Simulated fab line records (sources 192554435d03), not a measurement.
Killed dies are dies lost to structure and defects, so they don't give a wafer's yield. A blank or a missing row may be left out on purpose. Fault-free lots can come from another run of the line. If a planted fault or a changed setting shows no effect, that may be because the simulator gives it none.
Which tool did it? || flow n5-finfet || 12 lots, 36 wafers sampled, at 2 steps of a route of 1938

WHAT THE GAUGES SHOWED, per wafer
N5_BEOL_M2_RS_MEAS_58: measures by four-point-probe.
{"lot": "L075", "measured": "day 8 14:56", "on": "film-metro-01", "M2_RS (ohm/sq)": "0.67 0.75 0.73"}
{"lot": "L077", "measured": "day 9 06:38", "on": "film-metro-02", "M2_RS (ohm/sq)": "0.72 0.67 0.65"}
{"lot": "L079", "measured": "day 9 23:39", "on": "film-metro-02", "M2_RS (ohm/sq)": "0.67 0.72 0.66"}
{"lot": "L081", "measured": "day 10 04:34", "on": "film-metro-01", "M2_RS (ohm/sq)": "0.67 0.65 0.61"}
{"lot": "L082", "measured": "day 10 11:20", "on": "film-metro-01", "M2_RS (ohm/sq)": "0.64 0.67 0.66"}
{"lot": "L085", "measured": "day 10 23:49", "on": "film-metro-02", "M2_RS (ohm/sq)": "0.66 0.62 0.65"}
{"lot": "L088", "measured": "day 11 09:26", "on": "film-metro-01", "M2_RS (ohm/sq)": "0.65 0.73 0.67"}
{"lot": "L087", "measured": "day 12 02:00", "on": "film-metro-02", "M2_RS (ohm/sq)": "0.67 0.66 0.66"}
{"lot": "L090", "measured": "day 12 16:55", "on": "film-metro-02", "M2_RS (ohm/sq)": "0.68 0.67 0.71"}
{"lot": "L093", "measured": "day 13 04:48", "on": "film-metro-02", "M2_RS (ohm/sq)": "0.59 0.69 0.59"}
{"lot": "L097", "measured": "day 14 06:29", "on": "film-metro-02", "M2_RS (ohm/sq)": "0.62 0.58 0.61"}
{"lot": "L096", "measured": "day 14 10:52", "on": "film-metro-01", "M2_RS (ohm/sq)": "0.65 0.61 0.62"}

EACH LOT AND THE TOOL THAT RAN IT (in order: tool; ch and the chambers of the sampled wafers; start)
{"lot": "L075", "N5_BEOL_M2_CMP_52": "cmp-02 ch 1,2, day 8 14:19"}
{"lot": "L077", "N5_BEOL_M2_CMP_52": "cmp-02 ch 0,1,3, day 9 06:08"}
{"lot": "L079", "N5_BEOL_M2_CMP_52": "cmp-03 ch 0,1,2, day 9 23:08"}
{"lot": "L081", "N5_BEOL_M2_CMP_52": "cmp-01 ch 1,2, day 10 03:59"}
{"lot": "L082", "N5_BEOL_M2_CMP_52": "cmp-01 ch 2,3, day 10 10:50"}
{"lot": "L085", "N5_BEOL_M2_CMP_52": "cmp-03 ch 1,2,3, day 10 23:15"}
{"lot": "L088", "N5_BEOL_M2_CMP_52": "cmp-01 ch 2,3, day 11 08:52"}
{"lot": "L087", "N5_BEOL_M2_CMP_52": "cmp-02 ch 0,2,3, day 12 01:29"}
{"lot": "L090", "N5_BEOL_M2_CMP_52": "cmp-01 ch 0,1, day 12 16:17"}
{"lot": "L093", "N5_BEOL_M2_CMP_52": "cmp-03 ch 2,3, day 13 04:14"}
{"lot": "L097", "N5_BEOL_M2_CMP_52": "cmp-03 ch 0,1,3, day 14 05:53"}
{"lot": "L096", "N5_BEOL_M2_CMP_52": "cmp-03 ch 0,1,2, day 14 10:19"}
- N5_BEOL_M2_CMP_52: polishes, stops on SiOC, t overpolish 6.8 s, target thk 40 nm.

THE ANSWER, worked out from the rows above alone
Rule: what is usual is taken from the lots themselves. The widest of any qualifying gaps counts: lots, ordered by their means at a reading, are off when they make up no more than a third of the lots, leave a main group of 4 or more, and stand apart from it by 3 or more times the standard deviation of that group's means. Not used: any main group whose means are identical at the precision the tables above print for the reading. A lot without any number at a reading at which 4 lots or more have one is off too. All remaining lots with rows at the step are treated as sound.
Across all readings shown, no lot is off: no conclusion can be drawn from this.

WHAT THE SIMULATOR PUT IN
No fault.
